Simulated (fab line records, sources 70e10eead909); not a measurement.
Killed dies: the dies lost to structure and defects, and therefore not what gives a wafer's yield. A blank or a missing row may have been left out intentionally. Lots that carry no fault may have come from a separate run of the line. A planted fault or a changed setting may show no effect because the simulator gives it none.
What tool caused it? ; flow nand_harc ; Sampling: 12 lots, 36 wafers, 3 of 1302 route steps

## WHAT THE GAUGES READ, wafer by wafer
NHARC_P_ZERO_WELL_CD_MEAS_52: the cd target is 2000 nm. Usual: cd_nm at 1999.6 nm, with a standard deviation of 1.3.
lot;measured;on;cd_nm (nm);flag
L249;day 2 11:49;cd_sem-02;2000.4 1999.9 1999.8;
L253;day 4 04:48;cd_sem-01;2001.8 1998.9 2000.4;
L258;day 6 05:47;cd_sem-02;1999.5 2021.0 2000.6;OFF
L259;day 6 15:30;cd_sem-01;2018.8 1999.4 1999.5;OFF
L262;day 7 21:38;cd_sem-03;1997.8 1999.7 1998.5;
L265;day 9 03:37;cd_sem-01;1999.3 1999.2 2000.5;
L266;day 9 13:50;cd_sem-01;2002.2 2001.4 2001.0;
L267;day 9 23:36;cd_sem-02;2000.0 1999.2 1999.2;
L268;day 10 09:55;cd_sem-02;2000.2 1998.7 2001.2;
L269;day 10 19:44;cd_sem-03;2000.8 2002.5 2000.2;
L270;day 11 05:47;cd_sem-03;2001.5 2001.9 2000.5;
L271;day 11 15:56;cd_sem-02;2000.0 1998.4 1999.2;

NHARC_P_ZERO_WELL_INSPECT_43. Usual: raw_defect_count at 13, with a standard deviation of 6.3.
lot;measured;on;raw_defect_count;flag
L249;day 2 13:38;defect_inspect-01;30 11 15;
L253;day 4 06:38;defect_inspect-02;13 11 9;
L258;day 6 07:37;defect_inspect-01;17 12 8;
L259;day 6 17:20;defect_inspect-01;20 18 27;
L262;day 8 02:05;defect_inspect-01;6 22 4;
L265;day 9 05:25;defect_inspect-01;32 24 15;
L266;day 9 16:09;defect_inspect-02;7 8 11;
L267;day 10 01:25;defect_inspect-02;13 11 6;
L268;day 10 11:53;defect_inspect-01;6 13 14;
L269;day 10 21:35;defect_inspect-01;10 8 28;
L270;day 11 07:36;defect_inspect-01;8 9 15;
L271;day 11 17:45;defect_inspect-02;15 11 19;

## WHAT TOOL EACH LOT RAN ON (gives the tool, then ch and the chambers of the sampled wafers, and finally the start)
lot;NHARC_P_ZERO_WELL_EXPOSE_49
L249;krf_scanner-04 ch 0, day 2 11:39
L253;krf_scanner-01 ch 0, day 4 04:39
L258;krf_scanner-03 ch 0, day 6 05:39
L259;krf_scanner-03 ch 0, day 6 15:21
L262;krf_scanner-04 ch 0, day 7 21:29
L265;krf_scanner-03 ch 0, day 9 03:28
L266;krf_scanner-01 ch 0, day 9 13:42
L267;krf_scanner-03 ch 0, day 9 23:27
L268;krf_scanner-04 ch 0, day 10 09:46
L269;krf_scanner-04 ch 0, day 10 19:35
L270;krf_scanner-01 ch 0, day 11 05:38
L271;krf_scanner-03 ch 0, day 11 15:47
- NHARC_P_ZERO_WELL_EXPOSE_49: exposes mask P HVPW, target cd 2000 nm.

## AS READ BY THE TOOLS THEMSELVES (means over the sampled wafers that have a number; for cases with no such wafer, the mark the record gives instead)
The record holds no such reading with a usual standard deviation.

## THE ANSWER, worked out from the rows above alone
Rule: a lot counts as off when the mean over its wafers that have a number is more than 3 standard deviations away from the usual mean. Also off: a lot with no number at a reading for which 4 or more lots have one. Any other lot the step has rows for is counted as sound. First the gauges in route order, then the tools' own readings, where a lot's mean is used as printed above. The first step at which some lot is off is used, and at that step the reading that is off furthest; a lot without a number counts as furthest.
Off at NHARC_P_ZERO_WELL_CD_MEAS_52 (cd_nm): L258, L259.
A tool fits if, at a process step before that reading, it ran every lot that is off, and no sound lot after the first of them. Gauges at NHARC_P_ZERO_WELL_CD_MEAS_52: tried the same way as those tools. Not one of the candidates tried fits.

## WHAT HAD BEEN PUT IN BY THE SIMULATOR
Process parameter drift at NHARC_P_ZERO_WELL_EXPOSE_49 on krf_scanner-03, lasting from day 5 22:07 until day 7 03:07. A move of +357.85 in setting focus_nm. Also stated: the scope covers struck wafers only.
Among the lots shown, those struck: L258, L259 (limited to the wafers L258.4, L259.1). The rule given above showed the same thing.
